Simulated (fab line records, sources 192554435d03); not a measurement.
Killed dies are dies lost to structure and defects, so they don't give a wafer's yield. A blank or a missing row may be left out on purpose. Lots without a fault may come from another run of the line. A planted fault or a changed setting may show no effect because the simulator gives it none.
Chamber matching | flow n5_finfet | N5_BEOL_M9_PECVD_70 on pecvd-02: 3 sister chambers
The step deposits SiO2 from TEOS/O2, target thk 20 nm, time 22.7 s. 22 wafers are shown with their chamber, then 11 later ones without.

WAFERS WITH THEIR CHAMBER
wafer  | chamber | throttle_valve_pct (%) | showerhead_plenum_p_Torr (Torr) | heater_power_w (W)
L074.2 | 1       | 21.4                   | 8.80                            | 827
L074.3 | 0       | 23.9                   | 8.75                            | 829
L074.6 | 2       | 20.5                   | 8.68                            | 783
L076.1 | 0       | 24.0                   | 8.73                            | 811
L076.4 | 2       | 20.6                   | 8.71                            | 719
L076.5 | 1       | 21.8                   | 8.79                            | 810
L078.1 | 2       | 20.6                   | 8.71                            | 822
L078.2 | 0       | 23.9                   | 8.74                            | 799
L078.3 | 1       | 21.8                   | 8.78                            | 875
L079.2 | 1       | 21.7                   | 8.78                            | 837
L079.4 | 2       | 20.6                   | 8.73                            | 792
L079.6 | 1       | 21.9                   | 8.80                            | 807
L082.4 | 1       | 21.7                   | 8.80                            | 861
L082.5 | 2       | 20.6                   | 8.69                            | 785
L082.6 | 0       | 23.8                   | 8.74                            | 760
L084.1 | 2       | 20.8                   | 8.70                            | 835
L084.4 | 2       | 20.4                   | 8.71                            | 812
L084.6 | 1       | 21.6                   | 8.81                            | 801
L086.2 | 1       | 21.7                   | 8.78                            | 860
L086.3 | 2       | 20.8                   | 8.70                            | 762
L086.4 | 2       | 20.6                   | 8.70                            | 774
L087.1 | 2       | 20.5                   | 8.70                            | 740

SIGNATURES (means of the wafers above)
reading                  | chamber 0 | chamber 1 | chamber 2 | scatter within a chamber
throttle_valve_pct       | 23.900    | 21.700    | 20.600    | 0.13
showerhead_plenum_p_Torr | 8.7400    | 8.7925    | 8.7030    | 0.0121
heater_power_w           | 799.75    | 834.75    | 782.40    | 32.2
Rule: a wafer's distance from a chamber is the root of the sum, over the readings, of the square of ((its reading less the chamber's mean) divided by the reading's scatter). The wafer belongs to the nearest chamber; if the next one is less than 2 further off, it can't be placed. The scatter: the root of (the sum of the squares of (reading less its chamber's mean) over the shown wafers, divided by (wafers less chambers)).

WAFERS WITHOUT THEIR CHAMBER
wafer  | throttle_valve_pct (%) | showerhead_plenum_p_Torr (Torr) | heater_power_w (W)
L087.2 | 22.0                   | 8.81                            | 804
L087.6 | 20.9                   | 8.71                            | 761
L091.3 | 23.9                   | 8.75                            | 787
L091.4 | 21.6                   | 8.81                            | 729
L091.6 | 20.7                   | 8.68                            | 816
L096.3 | 20.9                   | 8.72                            | 815
L096.5 | 22.0                   | 8.78                            | 854
L096.6 | 24.1                   | 8.73                            | 827
L097.1 | 20.9                   | 8.69                            | 842
L097.5 | 24.0                   | 8.75                            | 811
L097.6 | 20.6                   | 8.71                            | 858

WHICH CHAMBER EACH WENT THROUGH
wafer  | from the rows above | in truth
L087.2 | 1                   | 1
L087.6 | 2                   | 2
L091.3 | 0                   | 0
L091.4 | 1                   | 1
L091.6 | 2                   | 2
L096.3 | 2                   | 2
L096.5 | 1                   | 1
L096.6 | 0                   | 0
L097.1 | 2                   | 2
L097.5 | 0                   | 0
L097.6 | 2                   | 2
Placed correctly: 11 of 11. Can't be placed from these rows: 0. Placed wrongly: 0.
